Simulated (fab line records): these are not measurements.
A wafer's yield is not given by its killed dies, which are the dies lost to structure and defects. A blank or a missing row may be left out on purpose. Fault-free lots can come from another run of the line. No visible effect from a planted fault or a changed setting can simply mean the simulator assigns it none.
Split-lot experiment + flow n5 finfet + on a route of 1938 steps: 7 lots, 39 wafers read

THE SPLIT ITSELF
At N5_DUMMY_GATE_EXPOSE_12 (exposes mask GATE, target cd 25 nm), the setting dose mj was moved away from the recipe's 34 on 15 of the 39 wafers read, by -5.6% to +7.9%. All remaining wafers had this setting at the recipe value.

FROM THE SPLIT TO THE READING: what the file shows between them, 12 steps
- N5_DUMMY_GATE_PEB_13: peb time 60 s
- N5_DUMMY_GATE_DEVELOP_14: develop time 30 s
- N5_DUMMY_GATE_CD_MEAS_15: target cd 25.8 nm
- N5_DUMMY_GATE_STRIP_38: strips in N2/H2
- N5_DUMMY_GATE_STRIP_39: strips in N2/H2
- N5_DUMMY_GATE_TRIM_49: chemistry O2, time 29 s, target cd 14 nm
- N5_DUMMY_GATE_STRIP_40: strips in CF4
- N5_DUMMY_GATE_CD_MEAS_50: target cd 14 nm
- N5_DUMMY_GATE_ETCH_31: etches SiO2 in C4F6/O2, target depth 82.5 nm, time 27.5 s (also split here: target depth a)
- N5_DUMMY_GATE_ETCH_32: etches SiO2 in CF4, target depth 3.5 nm, time 3.9 s (also split here: time s)
- N5_DUMMY_GATE_ETCH_23: etches poly-Si in HBr/Cl2/O2, target depth 41 nm, time 22.3 s
- N5_DUMMY_GATE_ETCH_44: etches poly-Si in HBr/O2, stops on SiO2, target depth 127.5 nm

THE READING
Shown in nm: cd nm at N5_DUMMY_GATE_CD_MEAS_24, with target cd 15 nm. On this fab line, fault-free wafers typically give 15.1 nm with a standard deviation of 0.42 nm.

| wafer  | tool, chamber at the split | dose mj as run | against the recipe | cd nm, nm | against lot-mates on the recipe |
|--------|----------------------------|----------------|--------------------|-----------|---------------------------------|
| L074.1 | euv scanner-02, 0          | 34             | recipe             | 14.4      | -                               |
| L074.2 | euv scanner-02, 0          | 34             | recipe             | 15.2      | -                               |
| L074.3 | euv scanner-02, 0          | 34             | recipe             | 15.0      | -                               |
| L081.1 | euv scanner-02, 0          | 34             | recipe             | 14.9      | -                               |
| L081.2 | euv scanner-02, 0          | 34             | recipe             | 14.9      | -                               |
| L081.3 | euv scanner-02, 0          | 34             | recipe             | 15.3      | -                               |
| L081.4 | euv scanner-02, 0          | 34             | recipe             | 15.2      | -                               |
| L081.5 | euv scanner-02, 0          | 34             | recipe             | 15.2      | -                               |
| L081.6 | euv scanner-02, 0          | 34             | recipe             | 14.6      | -                               |
| L084.1 | euv scanner-01, 0          | 36.29          | +6.7%              | 13.2      | -2.3                            |
| L084.2 | euv scanner-01, 0          | 34             | recipe             | 15.5      | -                               |
| L084.3 | euv scanner-01, 0          | 34             | recipe             | 15.3      | -                               |
| L084.4 | euv scanner-01, 0          | 36.29          | +6.7%              | 13.7      | -1.8                            |
| L084.5 | euv scanner-01, 0          | 36.29          | +6.7%              | 14.2      | -1.3                            |
| L084.6 | euv scanner-01, 0          | 34             | recipe             | 15.8      | -                               |
| L089.1 | euv scanner-01, 0          | 32.1           | -5.6%              | 16.4      | +1.2                            |
| L089.2 | euv scanner-01, 0          | 34             | recipe             | 15.5      | -                               |
| L089.3 | euv scanner-01, 0          | 34             | recipe             | 15.7      | -                               |
| L089.4 | euv scanner-01, 0          | 34             | recipe             | 14.5      | -                               |
| L089.5 | euv scanner-01, 0          | 32.1           | -5.6%              | 16.9      | +1.7                            |
| L089.6 | euv scanner-01, 0          | 32.1           | -5.6%              | 16.1      | +0.9                            |
| L092.1 | euv scanner-02, 0          | 34             | recipe             | 15.3      | -                               |
| L092.2 | euv scanner-02, 0          | 36.67          | +7.9%              | 12.9      | -2.5                            |
| L092.3 | euv scanner-02, 0          | 34             | recipe             | 15.3      | -                               |
| L092.4 | euv scanner-02, 0          | 36.67          | +7.9%              | 13.0      | -2.4                            |
| L092.5 | euv scanner-02, 0          | 36.67          | +7.9%              | 12.8      | -2.6                            |
| L092.6 | euv scanner-02, 0          | 34             | recipe             | 15.5      | -                               |
| L093.1 | euv scanner-01, 0          | 34             | recipe             | 15.0      | -                               |
| L093.2 | euv scanner-01, 0          | 35.33          | +3.9%              | 14.4      | -0.8                            |
| L093.3 | euv scanner-01, 0          | 35.33          | +3.9%              | 14.2      | -1.0                            |
| L093.4 | euv scanner-01, 0          | 35.33          | +3.9%              | 14.3      | -0.9                            |
| L093.5 | euv scanner-01, 0          | 34             | recipe             | 15.1      | -                               |
| L093.6 | euv scanner-01, 0          | 34             | recipe             | 15.5      | -                               |
| L095.1 | euv scanner-01, 0          | 33.21          | -2.3%              | 15.8      | +0.6                            |
| L095.2 | euv scanner-01, 0          | 34             | recipe             | 15.1      | -                               |
| L095.3 | euv scanner-01, 0          | 34             | recipe             | 15.5      | -                               |
| L095.4 | euv scanner-01, 0          | 33.21          | -2.3%              | 15.1      | -0.1                            |
| L095.5 | euv scanner-01, 0          | 33.21          | -2.3%              | 15.8      | +0.6                            |
| L095.6 | euv scanner-01, 0          | 34             | recipe             | 15.0      | -                               |

FIT RESULTS
A straight line over all 39 wafers: cd nm changes by -0.246 nm for each +1% of dose mj; r = -0.92; the points scatter about the line by 0.36 nm.
The same after taking each lot's own level away (the mean of its wafers on the recipe; 39 wafers): -0.266 nm for each +1%; r = -0.94; scatter 0.32 nm.
That fit puts the effect of the largest move of dose mj on the reading at 2.1 nm.
From 14.87 to 15.53 nm: that is the span of the lots' own levels, equal to 1.6 times the standard deviation above.
The two slopes agree, so the slope changes little with the lot-to-lot level.
Check: for one of the wafers moved furthest among these (+7.9%), held out of the fit, the line's prediction against its lot-mates is -2.1 nm. It came out at -2.47 nm against them.

OTHER SPLITS ON THESE WAFERS
These wafers also went through other splits before the reading. Each is held against what the fit with the lots' levels taken away leaves over:
| other split on the same wafers       | wafers away from the commonest value | r with cd nm (lot level and that fit taken away) |
|--------------------------------------|--------------------------------------|--------------------------------------------------|
| N5_WELL_APT_IMPLANT_15 energy kev    | 18                                   | +0.04                                            |
| N5_FIN_SAQP_SPACER1_ALD_24 temp c    | 12                                   | +0.17                                            |
| N5_DUMMY_GATE_ETCH_31 target depth a | 9                                    | +0.11                                            |
| N5_DUMMY_GATE_ETCH_32 time s         | 12                                   | +0.00                                            |

THE WHOLE CHAIN: every reading that the file lists as answering this split, in the file's order
| step                     | what it does                                                   | reading                                                           | change (the file's fit)               | r (the file's) |
|--------------------------|----------------------------------------------------------------|-------------------------------------------------------------------|---------------------------------------|----------------|
| N5_DUMMY_GATE_CD_MEAS_15 | target cd 25.8 nm                                              | cd nm                                                             | -0.19 nm for each +1% of the setting  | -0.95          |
| N5_DUMMY_GATE_TRIM_49    | chemistry O2, time 29 s, target cd 14 nm                       | DUMMY_GATE.cd nm (the simulator's own value, which no gauge read) | -0.248 nm for each +1% of the setting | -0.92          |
| N5_DUMMY_GATE_CD_MEAS_50 | target cd 14 nm                                                | cd nm                                                             | -0.219 nm for each +1% of the setting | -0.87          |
| N5_DUMMY_GATE_ETCH_44    | etches poly-Si in HBr/O2, stops on SiO2, target depth 127.5 nm | DUMMY_GATE.cd nm (the simulator's own value, which no gauge read) | -0.272 nm for each +1% of the setting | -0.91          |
| N5_DUMMY_GATE_CD_MEAS_24 | target cd 15 nm                                                | cd nm                                                             | -0.273 nm for each +1% of the setting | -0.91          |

FILE'S OWN FIT
cd nm changes by -0.273 nm for each +1% of dose mj, r = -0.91.
